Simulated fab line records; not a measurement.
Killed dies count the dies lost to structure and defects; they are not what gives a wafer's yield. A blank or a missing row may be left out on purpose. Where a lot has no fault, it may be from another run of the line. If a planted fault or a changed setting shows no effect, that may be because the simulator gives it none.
Split-lot study ; flow n5_finfet ; 21 wafers read from 7 lots, route of 1938 steps

ON THE SPLIT
At N5_SD_EPI_N_PEB_07 (peb time 60 s), the setting peb_time_s was moved away from the recipe's 60 s on 6 of the 21 wafers read, by -17.3% to +11.7%. For the rest of the wafers, this setting stayed at what the recipe calls for.

THE PATH FROM SPLIT TO READING: the file shows 1 step between them
- N5_SD_EPI_N_DEVELOP_08: develop time 30 s

THE READING
cd_nm, in nm, at N5_SD_EPI_N_CD_MEAS_09 (target cd 120 nm). On this fab line, fault-free wafers typically give 120.0 nm with a standard deviation of 0.67 nm.

wafer;tool, chamber at the split;peb_time_s as run, s;against the recipe;cd_nm, nm;against lot-mates on the recipe
L075.1;litho_track-05, 0;60;recipe;119.8;-
L075.3;litho_track-05, 0;55.93;-6.8%;117.0;-2.9
L075.5;litho_track-05, 0;60;recipe;120.0;-
L081.4;litho_track-05, 0;60;recipe;120.3;-
L081.5;litho_track-05, 0;60;recipe;121.1;-
L081.6;litho_track-05, 0;60;recipe;121.3;-
L082.1;litho_track-04, 0;60;recipe;119.1;-
L082.4;litho_track-04, 0;52.93;-11.8%;115.6;-4.2
L082.5;litho_track-04, 0;60;recipe;120.5;-
L085.2;litho_track-05, 0;60;recipe;120.8;-
L085.4;litho_track-05, 0;60;recipe;120.2;-
L085.6;litho_track-05, 0;60;recipe;121.0;-
L086.4;litho_track-05, 0;67.04;+11.7%;123.6;+2.9
L086.5;litho_track-05, 0;60;recipe;120.7;-
L086.6;litho_track-05, 0;67.04;+11.7%;123.9;+3.2
L089.4;litho_track-05, 0;60;recipe;120.2;-
L089.5;litho_track-05, 0;49.59;-17.3%;113.2;-7.0
L089.6;litho_track-05, 0;49.59;-17.3%;112.8;-7.4
L097.1;litho_track-01, 0;60;recipe;120.3;-
L097.2;litho_track-01, 0;60;recipe;119.7;-
L097.3;litho_track-01, 0;60;recipe;120.2;-

FIT RESULTS
A straight line over all 21 wafers: cd_nm changes by +0.383 nm for each +1% of peb_time_s; r = +0.97; the points scatter about the line by 0.64 nm.
The same after taking each lot's own level away (the mean of its wafers on the recipe; 21 wafers): +0.362 nm for each +1%; r = +0.98; scatter 0.56 nm.
According to that fit, moving peb_time_s by its largest amount changes the reading by 6.3 nm.
The span of the lots' own levels, 119.80 to 120.90 nm, comes to 1.6 times the standard deviation stated above.
The two slopes agree, so the slope changes little with the lot-to-lot level.
Check: with one of the wafers moved furthest among these (-17.3%) left out of the fit, the line predicts -6.28 nm for it against its lot-mates. Against them it came out at -7 nm.

ADDITIONAL SPLITS CARRIED BY THESE WAFERS
Before the reading, these wafers also passed through other splits. Each is held against what the fit with the lots' levels taken away leaves over:
other split on the same wafers;wafers away from the commonest value;r with cd_nm (lot level and that fit taken away)
N5_WELL_APT_COAT_02 spin_rpm;8;+0.14
N5_WELL_APT_EXPOSE_05 dose_mj;8;-0.12
N5_WELL_APT_PEB_06 peb_time_s;8;-0.46
N5_WELL_APT_DESCUM_13 time_s;2;+0.13
N5_FIN_SAQP_EXPOSE_13 dose_mj;10;+0.24
N5_FIN_SAQP_DEVELOP_15 develop_time_s;7;-0.06
N5_STI_FIN_REVEAL_ETCHBACK_08 time_s;5;+0.02
N5_DUMMY_GATE_PECVD_30 time_s;8;+0.23
N5_DUMMY_GATE_COAT_35 spin_rpm;8;+0.30

THE FILE'S OWN FIT
cd_nm changes by +0.371 nm for each +1% of peb_time_s, r = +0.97.
